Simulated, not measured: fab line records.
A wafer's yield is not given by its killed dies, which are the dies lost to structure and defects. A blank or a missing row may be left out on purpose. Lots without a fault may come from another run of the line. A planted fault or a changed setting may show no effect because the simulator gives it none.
Chamber matching / flow nandHarc / 4 sister chambers for NHARC_P_ZERO_WELL_DESCUM_39 on rieDiel-12
The step chemistry O2, time 3 s. 8 wafers are shown with their chamber, then 7 later ones without.

WAFERS PAIRED WITH THEIR CHAMBERS
wafer=L076.5; chamber=0; drypumpMotorCurrentA (A)=6.7; showerheadPlenumPTorr (Torr)=1.83
wafer=L076.2; chamber=2; drypumpMotorCurrentA (A)=5.9; showerheadPlenumPTorr (Torr)=1.91
wafer=L076.4; chamber=1; drypumpMotorCurrentA (A)=6.1; showerheadPlenumPTorr (Torr)=1.90
wafer=L088.1; chamber=1; drypumpMotorCurrentA (A)=6.1; showerheadPlenumPTorr (Torr)=1.89
wafer=L088.3; chamber=0; drypumpMotorCurrentA (A)=6.7; showerheadPlenumPTorr (Torr)=1.82
wafer=L088.4; chamber=3; drypumpMotorCurrentA (A)=5.4; showerheadPlenumPTorr (Torr)=1.91
wafer=L088.2; chamber=2; drypumpMotorCurrentA (A)=5.8; showerheadPlenumPTorr (Torr)=1.90
wafer=L088.5; chamber=3; drypumpMotorCurrentA (A)=5.4; showerheadPlenumPTorr (Torr)=1.91

WAFERS MISSING THEIR CHAMBER
wafer=L088.6; drypumpMotorCurrentA (A)=6.7; showerheadPlenumPTorr (Torr)=1.82
wafer=L090.1; drypumpMotorCurrentA (A)=6.7; showerheadPlenumPTorr (Torr)=1.81
wafer=L090.3; drypumpMotorCurrentA (A)=6.1; showerheadPlenumPTorr (Torr)=1.89
wafer=L090.4; drypumpMotorCurrentA (A)=5.8; showerheadPlenumPTorr (Torr)=1.90
wafer=L094.1; drypumpMotorCurrentA (A)=6.8; showerheadPlenumPTorr (Torr)=1.81
wafer=L094.4; drypumpMotorCurrentA (A)=5.4; showerheadPlenumPTorr (Torr)=1.90
wafer=L094.5; drypumpMotorCurrentA (A)=6.1; showerheadPlenumPTorr (Torr)=1.88

WHICH CHAMBER EACH ONE RAN IN
wafer=L088.6; from the rows above=0; in truth=0
wafer=L090.1; from the rows above=0; in truth=0
wafer=L090.3; from the rows above=1; in truth=1
wafer=L090.4; from the rows above=2; in truth=2
wafer=L094.1; from the rows above=0; in truth=0
wafer=L094.4; from the rows above=3; in truth=3
wafer=L094.5; from the rows above=1; in truth=1
Correct placement for 7 of the 7. Left unplaced by these rows: 0. Wrongly placed: 0.
How it was worked out, from the rows above alone: a wafer's distance from a chamber is the root of the sum, over the readings, of the square of ((its reading less the chamber's mean) divided by the reading's scatter). If the next closest chamber is less than 2 further off than the closest, the wafer can't be placed; otherwise it belongs to the closest. The mean given for a chamber averages the wafers shown for that chamber. How the scatter is found: for the shown wafers, subtract from each reading the mean of its chamber, square and add these, divide the total by (wafers less chambers), then take the root.
